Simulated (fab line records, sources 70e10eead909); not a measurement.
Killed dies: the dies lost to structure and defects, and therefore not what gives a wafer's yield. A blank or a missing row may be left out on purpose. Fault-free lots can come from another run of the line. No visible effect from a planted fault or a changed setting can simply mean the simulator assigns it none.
Which tool did it? || flow nand-harc || Sampling: 14 lots, 42 wafers, 4 of 1302 route steps

## WHAT THE GAUGES READ, wafer by wafer
NHARC_A_ONON_D1_THK_MEAS_27: measures by ellipsometry.
{"lot": "L646", "measured": "day 8 10:46", "on": "film-metro-02", "thk-nm (nm)": "1005 1007 1008"}
{"lot": "L647", "measured": "day 8 15:03", "on": "film-metro-02", "thk-nm (nm)": "994 997 995"}
{"lot": "L651", "measured": "day 10 01:16", "on": "film-metro-01", "thk-nm (nm)": "1001 1002 1002"}
{"lot": "L650", "measured": "day 10 01:17", "on": "film-metro-02", "thk-nm (nm)": "1000 998 997"}
{"lot": "L653", "measured": "day 11 11:29", "on": "film-metro-01", "thk-nm (nm)": "1004 1004 1005"}
{"lot": "L654", "measured": "day 11 11:30", "on": "film-metro-02", "thk-nm (nm)": "999 998 1001"}
{"lot": "L657", "measured": "day 13 01:40", "on": "film-metro-01", "thk-nm (nm)": "995 994 994"}
{"lot": "L658", "measured": "day 13 12:04", "on": "film-metro-01", "thk-nm (nm)": "998 996 996"}
{"lot": "L659", "measured": "day 14 09:28", "on": "film-metro-01", "thk-nm (nm)": "997 997 998"}
{"lot": "L661", "measured": "day 15 05:26", "on": "film-metro-02", "thk-nm (nm)": "1014 1015 1014"}
{"lot": "L665", "measured": "day 16 16:35", "on": "film-metro-01", "thk-nm (nm)": "1802 1802 1801"}
{"lot": "L667", "measured": "day 17 01:04", "on": "film-metro-01", "thk-nm (nm)": "1816 1816 1817"}
{"lot": "L668", "measured": "day 17 10:17", "on": "film-metro-01", "thk-nm (nm)": "1005 1007 1007"}
{"lot": "L669", "measured": "day 18 03:03", "on": "film-metro-01", "thk-nm (nm)": "1004 1004 1005"}

NHARC_END_SORT_01.
{"lot": "L658", "measured": "day 29 14:52", "on": "prober-02", "killed-at-array": "77 65 65", "killed-at-other": "2 0 0", "killed-at-periphery": "3 5 2", "killed-dies": "82 70 67", "killed-open": "5 1 1", "killed-short": "7 0 3"}
{"lot": "L659", "measured": "day 30 19:32", "on": "prober-02", "killed-at-array": "68 65 58", "killed-at-other": "1 0 0", "killed-at-periphery": "3 6 4", "killed-dies": "72 71 62", "killed-open": "1 1 0", "killed-short": "3 5 2"}
{"lot": "L665", "measured": "day 33 05:04", "on": "prober-01", "killed-at-array": "672 674", "killed-at-other": "1 1", "killed-at-periphery": "4 2", "killed-dies": "677 677", "killed-open": "1 3", "killed-short": "1 2"}
{"lot": "L667", "measured": "day 32 20:26", "on": "prober-01", "killed-at-array": "671 668", "killed-at-other": "5 4", "killed-at-periphery": "1 5", "killed-dies": "677 677", "killed-open": "6 2", "killed-short": "4 0"}
{"lot": "L668", "measured": "day 34 08:27", "on": "prober-01", "killed-at-array": "49 61 65", "killed-at-other": "0 0 1", "killed-at-periphery": "3 1 6", "killed-dies": "52 62 72", "killed-open": "3 3 4", "killed-short": "2 3 3"}

## WHAT TOOL EACH LOT RAN ON (gives the tool, then ch and the chambers of the sampled wafers, and finally the start)
{"lot": "L646", "NHARC_A_ZERO_WELL_ETCH_13": "rie-si-01 ch 0,1, day 6 23:20", "NHARC_A_ONON_D1_DEP_25": "pecvd-onon-04 ch 0, day 8 10:14"}
{"lot": "L647", "NHARC_A_ZERO_WELL_ETCH_13": "rie-si-02 ch 0,2,3, day 7 05:34", "NHARC_A_ONON_D1_DEP_25": "pecvd-onon-04 ch 0, day 8 14:39"}
{"lot": "L651", "NHARC_A_ZERO_WELL_ETCH_13": "rie-si-04 ch 2,3, day 8 15:30", "NHARC_A_ONON_D1_DEP_25": "pecvd-onon-03 ch 0, day 10 00:53"}
{"lot": "L650", "NHARC_A_ZERO_WELL_ETCH_13": "rie-si-01 ch 2,3, day 8 15:51", "NHARC_A_ONON_D1_DEP_25": "pecvd-onon-04 ch 0, day 10 00:50"}
{"lot": "L653", "NHARC_A_ZERO_WELL_ETCH_13": "rie-si-02 ch 1,2,3, day 9 23:58", "NHARC_A_ONON_D1_DEP_25": "pecvd-onon-02 ch 0, day 11 10:59"}
{"lot": "L654", "NHARC_A_ZERO_WELL_ETCH_13": "rie-si-04 ch 1,2,3, day 10 02:16", "NHARC_A_ONON_D1_DEP_25": "pecvd-onon-04 ch 0, day 11 10:59"}
{"lot": "L657", "NHARC_A_ZERO_WELL_ETCH_13": "rie-si-01 ch 0,1, day 11 13:32", "NHARC_A_ONON_D1_DEP_25": "pecvd-onon-03 ch 0, day 13 01:10"}
{"lot": "L658", "NHARC_A_ZERO_WELL_ETCH_13": "rie-si-01 ch 0,1,3, day 12 02:46", "NHARC_A_ONON_D1_DEP_25": "pecvd-onon-02 ch 0, day 13 11:34"}
{"lot": "L659", "NHARC_A_ZERO_WELL_ETCH_13": "rie-si-04 ch 0,2,3, day 13 01:02", "NHARC_A_ONON_D1_DEP_25": "pecvd-onon-02 ch 0, day 14 08:57"}
{"lot": "L661", "NHARC_A_ZERO_WELL_ETCH_13": "rie-si-01 ch 0,1, day 13 20:01", "NHARC_A_ONON_D1_DEP_25": "pecvd-onon-04 ch 0, day 15 05:02"}
{"lot": "L665", "NHARC_A_ZERO_WELL_ETCH_13": "rie-si-01 ch 0,1,2, day 15 07:19", "NHARC_A_ONON_D1_DEP_25": "pecvd-onon-03 ch 0, day 16 16:08"}
{"lot": "L667", "NHARC_A_ZERO_WELL_ETCH_13": "rie-si-01 ch 0,1,3, day 15 13:22", "NHARC_A_ONON_D1_DEP_25": "pecvd-onon-03 ch 0, day 17 00:33"}
{"lot": "L668", "NHARC_A_ZERO_WELL_ETCH_13": "rie-si-02 ch 0,1,2, day 16 01:20", "NHARC_A_ONON_D1_DEP_25": "pecvd-onon-02 ch 0, day 17 09:47"}
{"lot": "L669", "NHARC_A_ZERO_WELL_ETCH_13": "rie-si-04 ch 0,1,3, day 16 16:16", "NHARC_A_ONON_D1_DEP_25": "pecvd-onon-02 ch 0, day 18 02:32"}
- NHARC_A_ZERO_WELL_ETCH_13: etches the open film in HBr/Cl2, target depth 120 nm, time 40.1 s.
- NHARC_A_ONON_D1_DEP_25: target thk 1000 nm.

## AS READ BY THE TOOLS THEMSELVES (means over the sampled wafers that have a number; for cases with no such wafer, the mark the record gives instead)
NHARC_A_ZERO_WELL_ETCH_13.
{"lot": "L646", "tool": "rie-si-01", "drypump-motor-current-A (A)": 5.6, "he-backside-leak-sccm (sccm)": 2.61, "oes-product-au (a.u.)": 1.004, "throttle-valve-pct (%)": 26.407}
{"lot": "L647", "tool": "rie-si-02", "drypump-motor-current-A (A)": 5.9, "he-backside-leak-sccm (sccm)": 2.80, "oes-product-au (a.u.)": 1.005, "throttle-valve-pct (%)": 26.399}
{"lot": "L651", "tool": "rie-si-04", "drypump-motor-current-A (A)": 6.2, "he-backside-leak-sccm (sccm)": 2.84, "oes-product-au (a.u.)": 0.998, "throttle-valve-pct (%)": 26.401}
{"lot": "L650", "tool": "rie-si-01", "drypump-motor-current-A (A)": 5.7, "he-backside-leak-sccm (sccm)": 2.68, "oes-product-au (a.u.)": 0.991, "throttle-valve-pct (%)": 26.412}
{"lot": "L653", "tool": "rie-si-02", "drypump-motor-current-A (A)": 5.4, "he-backside-leak-sccm (sccm)": 2.68, "oes-product-au (a.u.)": 1.013, "throttle-valve-pct (%)": 26.408}
{"lot": "L654", "tool": "rie-si-04", "drypump-motor-current-A (A)": 6.4, "he-backside-leak-sccm (sccm)": 2.93, "oes-product-au (a.u.)": 0.999, "throttle-valve-pct (%)": 26.396}
{"lot": "L657", "tool": "rie-si-01", "drypump-motor-current-A (A)": 5.7, "he-backside-leak-sccm (sccm)": 2.69, "oes-product-au (a.u.)": 1.003, "throttle-valve-pct (%)": 26.407}
{"lot": "L658", "tool": "rie-si-01", "drypump-motor-current-A (A)": 5.6, "he-backside-leak-sccm (sccm)": 2.55, "oes-product-au (a.u.)": 0.996, "throttle-valve-pct (%)": 26.399}
{"lot": "L659", "tool": "rie-si-04", "drypump-motor-current-A (A)": 5.9, "he-backside-leak-sccm (sccm)": 2.84, "oes-product-au (a.u.)": 0.991, "throttle-valve-pct (%)": 26.399}
{"lot": "L661", "tool": "rie-si-01", "drypump-motor-current-A (A)": 5.8, "he-backside-leak-sccm (sccm)": 2.55, "oes-product-au (a.u.)": 1.003, "throttle-valve-pct (%)": 26.404}
{"lot": "L665", "tool": "rie-si-01", "drypump-motor-current-A (A)": 5.8, "he-backside-leak-sccm (sccm)": 2.58, "oes-product-au (a.u.)": 0.996, "throttle-valve-pct (%)": 26.408}
{"lot": "L667", "tool": "rie-si-01", "drypump-motor-current-A (A)": 5.6, "he-backside-leak-sccm (sccm)": 2.58, "oes-product-au (a.u.)": 1.002, "throttle-valve-pct (%)": 26.410}
{"lot": "L668", "tool": "rie-si-02", "drypump-motor-current-A (A)": 5.7, "he-backside-leak-sccm (sccm)": 2.61, "oes-product-au (a.u.)": 1.007, "throttle-valve-pct (%)": 26.408}
{"lot": "L669", "tool": "rie-si-04", "drypump-motor-current-A (A)": 6.1, "he-backside-leak-sccm (sccm)": 2.83, "oes-product-au (a.u.)": 1.009, "throttle-valve-pct (%)": 26.408}

## THE ANSWER, worked out from the rows above alone
Rule: what is usual is taken from the lots themselves. Put in order of their means at a reading, lots are off if they are a third of the lots or fewer, leave a main group of 4 or more, and stand apart from it by a gap of 3 or more times the standard deviation of the main group's means; of several such gaps the widest counts. The tables above print the reading to a certain number of digits; a main group whose means all agree to those digits is not used. A lot without any number at a reading at which 4 lots or more have one is off too. The other lots that the step has rows for count as sound. The gauges are gone through in route order, then the tools' own readings, and for those a lot's mean is taken as printed above. The first step at which some lot is off is used, and at that step the reading that is off furthest; a lot without a number counts as furthest.
Off: L665, L667, at NHARC_A_ONON_D1_THK_MEAS_27 (thk-nm). Mean 1002 nm and standard deviation 5.6 in the main group.
A tool fits if, at a process step before that reading, it ran every lot that is off, and no sound lot after the first of them. Those tools and the gauges at NHARC_A_ONON_D1_THK_MEAS_27 are tried in the same way. 2 tools fit, rie-si-01 at NHARC_A_ZERO_WELL_ETCH_13 and pecvd-onon-03 at NHARC_A_ONON_D1_DEP_25, so this cannot tell which one it is.

## WHAT THE SIMULATOR PUT IN
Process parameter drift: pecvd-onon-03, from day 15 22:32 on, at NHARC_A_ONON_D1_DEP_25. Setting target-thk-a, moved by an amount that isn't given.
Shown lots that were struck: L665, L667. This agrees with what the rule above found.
